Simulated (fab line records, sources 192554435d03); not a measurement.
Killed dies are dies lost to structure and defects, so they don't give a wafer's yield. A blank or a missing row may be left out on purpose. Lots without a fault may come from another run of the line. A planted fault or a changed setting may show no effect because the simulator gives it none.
Which tool did it? | flow n5_finfet | 11 lots, 32 wafers sampled, at 5 steps of a route of 1938

WHAT THE GAUGES READ, wafer by wafer
N5_BEOL_M4_RC_MEAS_101. Usual: DIBL_N 36.2 mV/V, standard deviation 2; DIBL_P 36.1 mV/V, standard deviation 2.4; IOFF_N 0.16 nA/um, standard deviation 0.035; IOFF_P 0.22 nA/um, standard deviation 0.041; ION_N 675 uA/um, standard deviation 14; ION_P 465 uA/um, standard deviation 8.6; SS_N 71.5 mV/dec, standard deviation 0.64; SS_P 73.2 mV/dec, standard deviation 0.76; VT_N 250 mV, standard deviation 3.9; VT_P -249 mV, standard deviation 3.4.
lot  | measured     | on        | DIBL_N (mV/V)  | DIBL_P (mV/V)  | IOFF_N (nA/um) | IOFF_P (nA/um) | ION_N (uA/um) | ION_P (uA/um) | SS_N (mV/dec)  | SS_P (mV/dec)  | VT_N (mV)   | VT_P (mV)      | flag
L213 | day 9 04:04  | prober-02 | 36.6 35.0 37.3 | 35.9 33.7 37.3 | 0.18 0.14 0.20 | 0.23 0.18 0.25 | 688 659 688   | 476 447 469   | 71.7 71.1 71.7 | 73.7 72.8 74.3 | 245 251 241 | -248 -252 -246 |
L214 | day 9 07:08  | prober-02 | 32.9 34.0 33.6 | 33.1 35.1 35.0 | 0.10 0.12 0.10 | 0.15 0.18 0.17 | 650 658 643   | 449 463 454   | 71.1 71.1 70.4 | 71.9 72.5 73.3 | 256 254 257 | -252 -250 -252 |
L223 | day 11 15:52 | prober-01 | 37.1 35.0 36.6 | 38.2 35.3 38.1 | 0.16 0.13 0.16 | 0.24 0.19 0.23 | 678 661 679   | 467 461 472   | 71.9 71.2 71.1 | 73.2 72.9 73.7 | 249 254 251 | -248 -249 -248 |
L222 | day 11 16:47 | prober-02 | 34.5 37.8 36.8 | 37.1 40.2 39.5 | 0.17 0.21 0.19 | 0.26 0.30 0.29 | 700 692 701   | 483 479 482   | 71.5 72.4 71.1 | 73.2 73.9 73.4 | 245 248 248 | -246 -243 -244 |
L224 | day 11 22:15 | prober-01 | 38.9 39.1 36.9 | 38.2 38.8 34.9 | 0.21 0.21 0.16 | 0.26 0.28 0.22 | 693 697 672   | 479 473 459   | 72.0 71.6 71.2 | 73.1 74.4 74.1 | 242 247 247 | -246 -244 -249 |
L227 | day 12 08:17 | prober-02 | 34.9 38.7 40.8 | 33.2 37.5 40.7 | 0.13 0.19 0.24 | 0.18 0.24 0.28 | 677 674 703   | 466 463 472   | 70.9 72.2 72.0 | 72.7 74.4 74.0 | 251 248 243 | -251 -247 -247 |
L228 | day 12 08:16 | prober-01 | 37.2 36.1 37.1 | 38.9 38.3 38.6 | 0.16 0.16 0.17 | 0.20 0.20 0.21 | 670 680 685   | 458 470 465   | 71.8 71.5 72.0 | 73.8 73.7 73.9 | 249 249 251 | -255 -251 -250 |
L229 | day 13 05:14 | prober-02 | 34.1 36.5      | 34.6 36.2      | 0.12 0.16      | 0.19 0.19      | 664 652       | 465 443       | 71.1 72.1      | 73.1 74.3      | 257 251     | -251 -254      |
L231 | day 13 07:56 | prober-02 | 35.1 39.0 39.5 | 34.5 38.9 40.1 | 0.12 0.17 0.18 | 0.15 0.20 0.21 | 673 664 679   | 450 453 456   | 70.5 72.7 72.6 | 73.3 74.4 73.8 | 255 254 256 | -255 -252 -253 |
L230 | day 13 09:20 | prober-02 | 38.8 36.6 33.3 | 35.0 34.5 30.0 | 0.19 0.15 0.10 | 0.21 0.21 0.16 | 685 670 654   | 461 461 456   | 71.5 71.7 70.7 | 73.3 73.6 71.6 | 249 250 254 | -251 -249 -252 |
L233 | day 14 02:49 | prober-01 | 36.4 36.0 33.9 | 36.3 36.5 33.8 | 0.15 0.14 0.12 | 0.18 0.18 0.16 | 654 671 669   | 446 454 458   | 71.6 71.5 70.8 | 73.3 73.3 71.7 | 257 254 254 | -255 -254 -256 |

WHICH TOOL RAN EACH LOT (tool, then ch and the chambers of the sampled wafers, then the start)
lot  | N5_BEOL_M3_SPUTTER_81        | N5_BEOL_M3_ANNEAL_87         | N5_BEOL_M3_SPUTTER_90        | N5_BEOL_M3_ANNEAL_91
L213 | pvd_sputter-01, day 8 11:04  | pvd_sputter-01, day 8 11:22  | pvd_sputter-01, day 8 11:44  | pvd_sputter-01, day 8 11:49
L214 | pvd_sputter-02, day 8 13:44  | pvd_sputter-02, day 8 14:02  | pvd_sputter-02, day 8 14:23  | pvd_sputter-02, day 8 14:28
L223 | pvd_sputter-03, day 11 00:52 | pvd_sputter-03, day 11 01:10 | pvd_sputter-03, day 11 01:31 | pvd_sputter-03, day 11 01:36
L222 | pvd_sputter-01, day 11 02:19 | pvd_sputter-01, day 11 02:37 | pvd_sputter-01, day 11 02:58 | pvd_sputter-01, day 11 03:03
L224 | pvd_sputter-01, day 11 06:24 | pvd_sputter-01, day 11 06:42 | pvd_sputter-01, day 11 07:04 | pvd_sputter-01, day 11 07:08
L227 | pvd_sputter-03, day 11 17:35 | pvd_sputter-03, day 11 17:53 | pvd_sputter-03, day 11 18:15 | pvd_sputter-03, day 11 18:20
L228 | pvd_sputter-01, day 11 20:45 | pvd_sputter-01, day 11 21:03 | pvd_sputter-01, day 11 21:25 | pvd_sputter-01, day 11 21:29
L229 | pvd_sputter-02, day 12 14:58 | pvd_sputter-02, day 12 15:16 | pvd_sputter-02, day 12 15:37 | pvd_sputter-02, day 12 15:42
L231 | pvd_sputter-03, day 12 19:37 | pvd_sputter-03, day 12 19:55 | pvd_sputter-03, day 12 20:17 | pvd_sputter-03, day 12 20:22
L230 | pvd_sputter-03, day 12 21:28 | pvd_sputter-03, day 12 21:46 | pvd_sputter-03, day 12 22:07 | pvd_sputter-03, day 12 22:12
L233 | pvd_sputter-03, day 13 15:21 | pvd_sputter-03, day 13 15:39 | pvd_sputter-03, day 13 16:01 | pvd_sputter-03, day 13 16:05
- N5_BEOL_M3_SPUTTER_81: material Cu, target thk 4.5 nm, time 8.29 s.
- N5_BEOL_M3_ANNEAL_87: time 240 s.
- N5_BEOL_M3_SPUTTER_90: material Cu, target thk 4.5 nm, time 8.29 s.
- N5_BEOL_M3_ANNEAL_91: time 240 s.

WHAT THE TOOLS THEMSELVES READ (means of the sampled wafers that have a number; where no wafer has one, the mark that the record gives instead)
N5_BEOL_M3_SPUTTER_81. Usual: chamber_pressure_pa 0.07001 Pa, standard deviation 0.00015; chuck_gas_flow_sccm 1.26 sccm, standard deviation 0.053; throttle_valve_pct 30.4 %, standard deviation 0.78.
lot  | tool           | chamber_pressure_pa (Pa) | chuck_gas_flow_sccm (sccm) | throttle_valve_pct (%) | flag
L213 | pvd_sputter-01 | 0.06987                  | 1.28                       | 30.1                   |
L214 | pvd_sputter-02 | 0.06990                  | 1.22                       | 30.8                   |
L223 | pvd_sputter-03 | 0.07007                  | 1.23                       | 30.2                   |
L222 | pvd_sputter-01 | 0.07011                  | 1.27                       | 30.0                   |
L224 | pvd_sputter-01 | 0.06996                  | 1.23                       | 30.3                   |
L227 | pvd_sputter-03 | 0.06982                  | 1.29                       | 30.2                   |
L228 | pvd_sputter-01 | 0.06995                  | 1.27                       | 30.5                   |
L229 | pvd_sputter-02 | 0.07005                  | 1.23                       | 29.4                   |
L231 | pvd_sputter-03 | 0.07007                  | 1.29                       | 30.3                   |
L230 | pvd_sputter-03 | 0.07001                  | 1.25                       | 30.3                   |
L233 | pvd_sputter-03 | 0.06991                  | 1.25                       | 30.3                   |

N5_BEOL_M3_ANNEAL_87. Usual: heater_power_w 841 W, standard deviation 98.
lot  | tool           | heater_power_w (W) | flag
L213 | pvd_sputter-01 | 797                |
L214 | pvd_sputter-02 | 815                |
L223 | pvd_sputter-03 | 881                |
L222 | pvd_sputter-01 | 836                |
L224 | pvd_sputter-01 | 785                |
L227 | pvd_sputter-03 | 940                |
L228 | pvd_sputter-01 | 709                |
L229 | pvd_sputter-02 | 782                |
L231 | pvd_sputter-03 | 919                |
L230 | pvd_sputter-03 | 888                |
L233 | pvd_sputter-03 | 923                |

N5_BEOL_M3_SPUTTER_90. Usual: chamber_pressure_pa 0.06999 Pa, standard deviation 0.00015; chuck_gas_flow_sccm 1.26 sccm, standard deviation 0.053; throttle_valve_pct 30.4 %, standard deviation 0.75.
lot  | tool           | chamber_pressure_pa (Pa) | chuck_gas_flow_sccm (sccm) | throttle_valve_pct (%) | flag
L213 | pvd_sputter-01 | 0.07010                  | 1.26                       | 30.2                   |
L214 | pvd_sputter-02 | 0.06998                  | 1.25                       | 30.9                   |
L223 | pvd_sputter-03 | 0.07009                  | 1.26                       | 30.3                   |
L222 | pvd_sputter-01 | -                        | -                          | -                      | OFF
L224 | pvd_sputter-01 | -                        | -                          | -                      | OFF
L227 | pvd_sputter-03 | 0.06991                  | 1.28                       | 30.1                   |
L228 | pvd_sputter-01 | 0.07000                  | 1.30                       | 30.6                   |
L229 | pvd_sputter-02 | 0.06977                  | 1.27                       | 29.3                   |
L231 | pvd_sputter-03 | 0.07002                  | 1.24                       | 30.3                   |
L230 | pvd_sputter-03 | 0.07009                  | 1.25                       | 30.3                   |
L233 | pvd_sputter-03 | 0.07008                  | 1.22                       | 30.3                   |

N5_BEOL_M3_ANNEAL_91. Usual: heater_power_w 842 W, standard deviation 99.
lot  | tool           | heater_power_w (W) | flag
L213 | pvd_sputter-01 | 791                |
L214 | pvd_sputter-02 | 821                |
L223 | pvd_sputter-03 | 894                |
L222 | pvd_sputter-01 | 842                |
L224 | pvd_sputter-01 | 781                |
L227 | pvd_sputter-03 | 952                |
L228 | pvd_sputter-01 | 715                |
L229 | pvd_sputter-02 | 779                |
L231 | pvd_sputter-03 | 930                |
L230 | pvd_sputter-03 | 896                |
L233 | pvd_sputter-03 | 934                |

THE ANSWER, worked out from the rows above alone
Rule: a lot is off if the mean of its wafers that have a number lies more than 3 standard deviations from the usual mean. A lot without any number at a reading at which 4 lots or more have one is off too. The other lots that the step has rows for count as sound. The gauges are gone through in route order, then the tools' own readings, and for those a lot's mean is taken as printed above. The first step at which some lot is off is used, and at that step the reading that is off furthest; a lot without a number counts as furthest.
Off: L222, L224, at N5_BEOL_M3_SPUTTER_90 (chamber_pressure_pa). Without a number there: L222, L224.
A tool fits if, at that step or a process step before it, it ran every lot that is off, and no sound lot after the first of them. None of those tried fits.

WHAT THE SIMULATOR HAD PUT IN
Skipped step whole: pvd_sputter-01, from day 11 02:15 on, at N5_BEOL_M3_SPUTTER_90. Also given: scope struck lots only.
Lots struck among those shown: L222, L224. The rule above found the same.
